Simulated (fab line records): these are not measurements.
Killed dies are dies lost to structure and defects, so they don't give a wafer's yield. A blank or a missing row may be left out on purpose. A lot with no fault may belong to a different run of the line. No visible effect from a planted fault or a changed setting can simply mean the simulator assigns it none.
Which tool did it?    flow nand_harc    7 lots, 20 wafers sampled, at 4 steps of a route of 1302

WHAT THE GAUGES SHOWED, per wafer
NHARC_END_SORT_01.
lot   measured      on         killed_dies
L661  day 27 20:59  prober-02  95 97 97
L663  day 28 21:05  prober-01  40 65 46
L671  day 32 05:32  prober-02  54

WHICH TOOL RAN EACH LOT (tool, then ch and the chambers of the sampled wafers, then the start)
lot   NHARC_A_CONTACT_ETCH_137              NHARC_A_CONTACT_ALD_18               NHARC_A_CONTACT_CVD_19
L654  har_cap_etch-03 ch 0,1, day 22 22:03  ald_metal-02 ch 0,1, day 23 00:47    cvd_w-01 ch 0,1, no start
L658  har_cap_etch-03 ch 0,1, day 24 14:28  ald_metal-02 ch 1,3, day 24 16:44    cvd_w-02 ch 0,1, no start
L661  har_cap_etch-03 ch 0,1, day 25 20:50  ald_metal-04 ch 0,2,3, day 25 23:19  cvd_w-02 ch 0,1, day 27 20:59 or earlier
L666  har_cap_etch-02 ch 0,1, day 26 12:46  ald_metal-01 ch 0,1, day 26 15:02    cvd_w-02 ch 0,1, no start
L663  har_cap_etch-02 ch 0,1, day 26 18:34  ald_metal-02 ch 1,2,3, day 26 20:48  cvd_w-01 ch 0,1, day 28 21:05 or earlier
L669  har_cap_etch-01 ch 0,1, day 27 21:15  ald_metal-04 ch 0,1,3, day 27 23:26  cvd_w-01 ch 0,1, no start
L671  har_cap_etch-01 ch 0,1, day 30 01:22  ald_metal-02 ch 0,1, day 30 03:28    cvd_w-01 ch 1, day 32 05:32 or earlier
- NHARC_A_CONTACT_ETCH_137: etches the open film in C4F8/O2/Ar, time 311 s, target depth 1912 nm.
- NHARC_A_CONTACT_ALD_18: deposits TiN, target thk 3 nm, pulse time 1 s, ald cycles 150.
- NHARC_A_CONTACT_CVD_19: deposits W, target thk 300 nm, time 802 s.

THE ANSWER, worked out from the rows above alone
Rule: usual is defined by the lots themselves. The widest of any qualifying gaps counts: lots, ordered by their means at a reading, are off when they make up no more than a third of the lots, leave a main group of 4 or more, and stand apart from it by 3 or more times the standard deviation of that group's means. If all means in a main group match to the digits the tables above print for the reading, that group is not used. A lot without any number at a reading at which 4 lots or more have one is off too. Where the step has rows for the other lots, those lots are counted as sound.
None of the lots is off at any reading shown; this tells nothing.

WHAT THE SIMULATOR PUT IN
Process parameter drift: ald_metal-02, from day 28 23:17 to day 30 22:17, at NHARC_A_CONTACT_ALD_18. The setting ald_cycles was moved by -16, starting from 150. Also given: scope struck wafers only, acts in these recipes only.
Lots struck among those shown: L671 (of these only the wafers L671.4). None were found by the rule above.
